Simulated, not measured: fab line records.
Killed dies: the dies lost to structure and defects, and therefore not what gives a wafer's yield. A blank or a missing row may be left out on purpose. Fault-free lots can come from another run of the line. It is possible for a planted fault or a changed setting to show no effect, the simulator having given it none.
fab line records ; flow n5Finfet
record: lots: 4; wafers: 11; lastDay: 17
route steps=1938 shown SDB@362 DUMMY_REMOVAL@377 HKMG_FIN@385 GATE_CUT@469 BEOL_M4@1111
lots that met no fault: taken from a fault-free run of the same line
startH: the number of hours between the record's first day and the start of the first shown wafer of the lot ; waitH: time in hours since the lot's previous step ; " repeats the value in the row above ; L1.1+2: one row covering several wafers at once ; - no value present, or no start provided ; * or withheld: withheld ; < > ~ a bound
route shown NAME@n: a module of which the file shows steps, and the number in the route of the first ; usual: mean and standard deviation over wafers with no fault ; same: alike in all rows ; chamber/n: place in a boat ; sites: per-site readings ; _std_site: standard deviation across them ; _edge_site: mean of outer sites minus mean of inner sites ; radiusMm: how far each site lies from the wafer's centre ; mask NAME#n: copy n ; behind: the last tool/chamber to shape the wafer ; hold: the reason the lot was held/the length of the hold in hours/how it ended ; device: the transistor (n, p or np) that didn't switch ; end of line: the tests these same wafers got at the end of their route ; a step without rows: its recipe alone ; killed: the dies lost at the first sort to structure and to defects; this is not the yield of the wafer ; map: per-die view of a wafer (x killed, . not killed, _ where there is no die)
set.NAME: the setting that was run; set.NAME@STEP: the one run at that earlier step ; model.NAME: the simulator's own value behind a step, which no gauge read
lots at selected steps of the route; one table per step, one row per wafer
services: when a tool's chamber went out of use (startH, in hours from the record's first day, below 0 if earlier), for how many hours, and the reason
== steps ==
step: N5_SDB_STRIP_19
recipe: chemistry: N2/H2; tempC: 40; n2FlowSccm: 200; h2FlowSccm: 200; rfFrequencyHz: 6e+07
step: N5_SDB_STRIP_21
recipe: chemistry: CF4; resist: SiARC; powerW: 300; biasPowerW: 75; pressureMtorr: 50; cf4FlowSccm: 150; rfFrequencyHz: 6e+07
step: N5_SDB_HM_OPEN_20
recipe: chemistry: CH3F/O2; target: SiNx; maskMaterial: SOC; targetDepthA: 240; stopOn: poly-Si; overEtchFrac: 0.4; ionEnergyEv: 120; pressureMtorr: 30; sourceW: 395; biasW: 73; Ar_flow_sccm: 150; CH3F_flow_sccm: 30; O2_flow_sccm: 20
step: N5_SDB_STRIP_22
recipe: chemistry: N2/H2; powerW: 1000; tempC: 250; h2Frac: 0.65; overashFraction: 0.3; pressureMtorr: withheld; n2FlowSccm: 1750; h2FlowSccm: 3250
step: N5_SDB_PRECLEAN_23
recipe: chemistry: dHF; timeS: 30; tempC: 25; dilution: withheld
step: N5_SDB_DUMMY_REMOVE_24
recipe: chemistry: TMAH; tempC: 70; target: poly-Si; stopOn: SiO2; targetDepthNm: 142; concWtPct: 5; timeS: 57; dry: ipaMarangoni; rinseTimeS: 30; rinseTempC: 23
step: N5_SDB_ETCH_25
recipe: chemistry: C4F6/O2; target: SiO2; targetDepthA: 100; timeS: 3.3; ionEnergyEv: 250; maskMaterial: SiNx; pressureMtorr: 30; sourceW: 345; biasW: 185; Ar_flow_sccm: 300; C4F6_flow_sccm: 10; O2_flow_sccm: 10
step: N5_SDB_CUT_ETCH_26
recipe: chemistry: HBr/Cl2/O2; target: Si; targetDepthA: 1296; btTimeS: 20; maskMaterial: SiNx; timeS: 51.8; ionEnergyEv: *; biasW: *; pressureMtorr: 10; icpW: 800; HBr_flow_sccm: 150; Cl2_flow_sccm: 80; O2_flow_sccm: 12
step: N5_SDB_PRECLEAN_38
recipe: chemistry: dHF; timeS: 10; dilution: 750:1; tempC: 25
step: N5_SDB_PRECLEAN_39
recipe: chemistry: O3/DIW; timeS: 45; tempC: 22; o3Ppm: 10
step: N5_SDB_SRD_28
recipe: dry: ipaMarangoni; timeS: 30; tempC: 23; rinseLiquid: diw
step: N5_SDB_ALD_29
recipe: material: SiNx; targetThkA: 300; tempC: 400; aldPrecursorFamily: SiH2I2; aldCoReactant: N2/H2-plasma; pulseTimeS: 1; aldCycles: 600; purgeTimeS: 2; coReactantPurgeTimeS: 2; pressureTorr: 2
step: N5_SDB_CMP_30
recipe: stopOn: poly-Si; tOverpolishS: 1.54; postCmpClean: alkalineBrush; downForcePsi: 4.1491; platenRpm: 51.796; padVelocityMS: 1.0306; targetThkNm: 30
usual: motorCurrentA: 12.9/1.5; overpolishRunS: 1.540/0.0091; slurryFlowMlMin: 150.0/0.4; timeToEndpointS: 15.8/1.8
lot.wafer;tool;chamber;startH;waitH;motorCurrentA;overpolishRunS;slurryFlowMlMin;timeToEndpointS;model.a-Si_of_DUMMY_GATE_CVD_03.thkNm;model.SiNx_of_SDB_ALD_29.thkNm
L862.4;cmp-03;1;151.63;1.7;13.2;1.525;149.7;13.5;64.6;30.2
L862.5;cmp-03;2;151.63;1.7;12.6;1.529;149.8;16.6;64;30.2
L862.6;cmp-03;3;151.63;1.7;12.3;1.543;149.7;15.1;63.8;30
L865.4;cmp-03;3;166.81;1.4;11.9;1.545;150.4;15.0;64.4;30.2
L865.2;cmp-03;0;166.81;1.4;13.6;1.530;150.2;14.7;63.4;30
L865.1;cmp-03;2;166.81;1.4;12.7;1.536;149.2;8.5;61;26.8
L870.5;cmp-03;3;199.49;0.2;12.5;1.541;150.7;9.8;61.2;26.8
L870.6;cmp-03;0;199.49;0.2;13.8;1.537;149.8;16.5;64;30
L872.1;cmp-02;1;213.75;1.5;12.5;1.526;150.1;15.8;62.8;29.8
L872.5;cmp-02;3;213.75;1.5;15.4;1.542;150.2;14.4;63.8;29.8
L872.6;cmp-02;0;213.75;1.5;10.9;1.550;149.9;16.8;64.6;30
step: N5_SDB_THK_MEAS_31
recipe: reads: a-Si_of_DUMMY_GATE_CVD_03
usual: SDB_THK: 63.8/0.85
lot.wafer;tool;chamber;startH;waitH;SDB_THK[nm]
L862.4;filmMetro-01;-;151.81;-;64.7
L862.5;filmMetro-01;-;151.81;-;64.0
L862.6;filmMetro-01;-;151.81;-;63.9
L865.1;filmMetro-01;-;167.10;-;61.1
L865.2;filmMetro-01;-;167.10;-;63.4
L865.4;filmMetro-01;-;167.10;-;64.4
L870.5;filmMetro-02;-;199.64;-;61.2
L870.6;filmMetro-02;-;199.64;-;64.0
L872.1;filmMetro-01;-;213.97;-;62.8
L872.5;filmMetro-01;-;213.97;-;63.8
L872.6;filmMetro-01;-;213.97;-;64.7
step: N5_DUMMY_REMOVAL_HM_STRIP_01
recipe: chemistry: CH3F/O2; material: SiNx; targetDepthA: 40; stopOn: poly-Si; timeS: 6.8; overEtchFrac: 0.3; ionEnergyEv: 60; powerW: 410; biasW: 29; Ar_flow_sccm: 150; CH3F_flow_sccm: 30; O2_flow_sccm: 20
step: N5_DUMMY_REMOVAL_STRIP_10
recipe: chemistry: N2/H2; timeS: 40; powerW: 100; tempC: 40; pressureMtorr: 100; rfFrequencyHz: 6e+07; biasPowerW: 3; n2FlowSccm: 300; h2FlowSccm: 300
step: N5_DUMMY_REMOVAL_PRECLEAN_07
recipe: chemistry: dHF; timeS: 30; tempC: 25; dilution: withheld
step: N5_DUMMY_REMOVAL_DUMMY_REMOVE_02
recipe: chemistry: TMAH; tempC: 70; target: poly-Si; stopOn: SiO2; targetDepthNm: 142; concWtPct: 5; timeS: 57; dry: ipaMarangoni; rinseTimeS: 30; rinseTempC: 23
step: N5_DUMMY_REMOVAL_PRECLEAN_08
recipe: chemistry: NF3:NH3; afsCycles: 2; tempC: 30; timeS: 20; sublimationTempC: 180; sublimationTimeS: 60; pressureTorr: 3; rfPowerW: 30
step: N5_DUMMY_REMOVAL_PRECLEAN_04
recipe: chemistry: DHF; timeS: 37; tempC: 25; dilution: 500:1
step: N5_DUMMY_REMOVAL_SRD_05
recipe: dry: ipaMarangoni; doPpb: 5; timeS: 30; tempC: 23; rinseLiquid: diw
step: N5_HKMG_FIN_IL_REGROW_00
recipe: material: SiO2; targetThkA: 7.5; chemistry: O3; tempC: withheld; timeS: 30
step: N5_HKMG_FIN_HK_ALD_01
recipe: material: HfO2; targetThkA: 16; tempC: withheld; aldPrecursorFamily: HfCl4; aldCoReactant: H2O; pulseTimeS: 3; purgeTimeS: 3; coReactantPurgeTimeS: 2.5; coReactantPulseTimeS: 0.3; aldCycles: 30
step: N5_HKMG_FIN_HK_ANNEAL_02
recipe: tempC: 700; timeS: 30; ambient: N2; idleTempC: 600; rampUpCPerS: 150; rampDownCPerS: 60; coolToC: 600
step: N5_HKMG_FIN_ALD_74
recipe: material: La2O3; targetThkA: 5; tempC: 250; aldPrecursorFamily: La-Cp; aldCoReactant: O3; pulseTimeS: 6; coReactantPulseTimeS: 1; purgeTimeS: 3; coReactantPurgeTimeS: 3
step: N5_HKMG_FIN_ALD_75
recipe: material: Al2O3; targetThkA: 10; tempC: 150; aldPrecursorFamily: TMA; aldCoReactant: H2O; pulseTimeS: withheld; coReactantPulseTimeS: 1
step: N5_HKMG_FIN_COAT_41
recipe: resist: SOC; tempC: 250; timeS: 60; spinRpm: 1500; resistThkNm: 300
step: N5_HKMG_FIN_COAT_42
recipe: resist: SiARC; tempC: 220; timeS: 60; spinRpm: 1500; resistThkNm: 35
step: N5_HKMG_FIN_COAT_43
recipe: resist: CAR-ArF; spinRpm: 1500; resistThkNm: 90
step: N5_HKMG_FIN_EBR_45
recipe: solvent: PGMEA; ebrWidthMm: 1.5
step: N5_HKMG_FIN_SOFTBAKE_44
recipe: tempC: 110; timeS: 60; resist: CAR-ArF
step: N5_HKMG_FIN_EXPOSE_46
recipe: maskId: NDIPOLE; na: 1.35; sourceShape: conventional; sigmaOuter: 0.8; polarization: unpolarized; doseMj: 40
step: N5_HKMG_FIN_PEB_47
recipe: pebTempC: withheld; pebTimeS: 60; resist: CAR-ArF
step: N5_HKMG_FIN_DEVELOP_48
recipe: developTimeS: 30; developer: TMAH; resist: CAR-ArF; rinseLiquid: diw; dry: airSpin; devTempC: 23
step: N5_HKMG_FIN_DESCUM_53
recipe: chemistry: O2; timeS: 7.9; sourcePowerW: 50; biasPowerW: 20; pressureMtorr: 20; rfFrequencyHz: 2.712e+07; tempC: 40; resist: CAR-ArF; o2FlowSccm: 225
step: N5_HKMG_FIN_ETCH_54
recipe: chemistry: CF4; target: SiARC; targetDepthA: 455; maskMaterial: CAR-ArF; timeS: 75.8; ionEnergyEv: 80; pressureMtorr: 40; sourceW: 545; biasW: 36; Ar_flow_sccm: 100; cf4FlowSccm: 100; ends: cleared
step: N5_HKMG_FIN_ETCH_55
recipe: chemistry: N2/H2; target: SOC; targetDepthA: 2400; tempC: 40; timeS: 300; ionEnergyEv: 200; maskMaterial: SiARC; pressureMtorr: 30; sourceW: 840; biasW: 150; n2FlowSccm: 200; h2FlowSccm: 200
step: N5_GATE_CUT_ETCH_58
recipe: chemistry: CH3F/O2; target: SiNx; targetDepthA: 170; timeS: 128.6; ionEnergyEv: 50; pressureMtorr: 30; sourceW: 415; biasW: 21; Ar_flow_sccm: 150; CH3F_flow_sccm: 30; O2_flow_sccm: 20
usual: drypumpMotorCurrentA: 5.8/0.34; oesProductAu: 0.78/0.08; rfVppV: 99.0/0.98; showerheadPlenumPTorr: 1.99/0.071; throttleValvePct: 16.38/0.25
lot.wafer;tool;chamber;startH;waitH;drypumpMotorCurrentA;oesProductAu;rfHoursCounterH;rfVppV;showerheadPlenumPTorr;throttleValvePct;model.SiNx_of_SDB_ALD_29.thkNm
L862.4;rieDiel-05;1;161.91;0.0;6.1;0.74;169;97.9;2.08;16.56;24.8
L862.5;rieDiel-05;2;161.91;0.0;6.4;0.68;-;99.3;1.89;16.74;24.8
L862.6;rieDiel-05;3;161.91;0.0;5.3;0.72;-;98.2;1.91;16.56;24.6
L865.1;rieDiel-06;0;176.98;0.0;5.8;0.80;120;97.7;1.92;15.99;22
L865.2;rieDiel-06;1;176.98;0.0;6.3;0.91;29;99.6;2.13;16.13;24.6
L865.4;rieDiel-06;3;176.98;0.0;6.0;0.94;12;98.7;1.97;16.16;24.6
L870.5;rieDiel-06;1;210.64;0.1;6.4;0.89;-;100.2;2.12;16.15;22
L870.6;rieDiel-06;2;210.64;0.1;5.9;0.69;-;100.0;1.97;16.66;24.6
L872.1;rieDiel-01;1;224.77;0.1;5.5;0.71;234;99.6;2.05;16.50;24.4
L872.5;rieDiel-01;0;224.77;0.1;5.2;0.77;-;100.3;2.01;16.27;24.4
L872.6;rieDiel-01;1;224.77;0.1;5.5;0.71;-;98.8;2.05;16.52;24.6
step: N5_BEOL_M4_RC_MEAS_101
usual: DIBL_N: 36.2/1.4; DIBL_P: 36.1/1.5; IOFF_N: 0.153/0.02; IOFF_P: 0.215/0.03; ION_N: 672/8.6; ION_P: 463/6.8; SS_N: 71.5/0.47; SS_P: 73.3/0.57; VT_N: 250.6/2.4; VT_P: -249/3.2
lot.wafer;tool;chamber;startH;waitH;DIBL_N[mV/V];DIBL_P[mV/V];IOFF_N[nA/um];IOFF_P[nA/um];ION_N[uA/um];ION_P[uA/um];SS_N[mV/dec];SS_P[mV/dec];VT_N[mV];VT_P[mV]
L862.4;prober-02;0;244.86;0.5;36.4;36.2;0.140;0.184;677;460;70.6;73.4;251.7;-250
L862.5;prober-02;0;244.86;0.5;37.4;36.9;0.154;0.184;672;450;71.6;73.0;251.1;-252
L862.6;prober-02;0;244.86;0.5;36.2;36.8;0.147;0.192;674;462;71.9;73.4;254.1;-253
L865.1;prober-02;0;269.62;0.7;34.7;33.6;0.133;0.169;666;454;71.0;72.4;250.2;-254
L865.2;prober-02;0;269.62;0.7;35.1;34.5;0.145;0.176;669;461;71.3;73.2;250.1;-254
L865.4;prober-02;0;269.62;0.7;36.0;34.8;0.147;0.177;677;458;71.6;72.7;250.4;-251
L870.5;prober-02;0;297.74;0.6;37.6;37.5;0.176;0.252;693;475;71.9;73.3;249.7;-246
L870.6;prober-02;0;297.74;0.6;37.6;37.7;0.180;0.263;677;468;71.3;74.3;247.9;-248
L872.1;prober-01;0;302.24;0.0;35.2;36.1;0.153;0.209;676;469;71.8;73.9;249.3;-250
L872.5;prober-01;0;302.24;0.0;35.6;36.2;0.155;0.210;680;468;72.0;73.4;251.8;-248
L872.6;prober-01;0;302.24;0.0;35.0;35.7;0.150;0.203;674;463;71.2;73.1;249.8;-251
== services ==
tool;chamber;startH;hours;kind
cmp-02;-;148.02;6.0;pm
rieDiel-05;2;154.96;3.7;repair
rieDiel-01;3;156.15;22.7;repair
rieDiel-06;2;158.83;4.2;repair
cmp-03;-;181.29;1.4;repair
cmp-02;-;191.26;3.9;repair
cmp-03;-;208.04;34.2;repair
rieDiel-06;1;212.61;5.3;repair
== key ==
firstSign: step: N5_SDB_CMP_30; reading: timeToEndpointS; direction: down; sigmas: 3.6; usual: *; struck: *
effect: step: N5_SDB_THK_MEAS_31; reading: SDB_THK; direction: down; sigmas: 3.2; usual: 63.8; struck: 61.1
modelEffect: step: N5_SDB_CMP_30; value: a-Si_of_DUMMY_GATE_CVD_03.thkNm; without: 64.3; struck: 61.1
modelEffect: step: N5_GATE_CUT_ETCH_58; value: SiNx_of_SDB_ALD_29.thkNm; without: 24.6; struck: 22
metAt N5_SDB_CMP_30
struckWafers L865.1,L870.5
onsetBetween 151.63 166.81
fault: kind: processParameterDrift; tool: cmp-03; chamber: -; onsetH: 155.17; steps: N5_SDB_CMP_30; channel: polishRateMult; offset: 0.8; shape: step; endH: 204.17; scope: struckWafersOnly
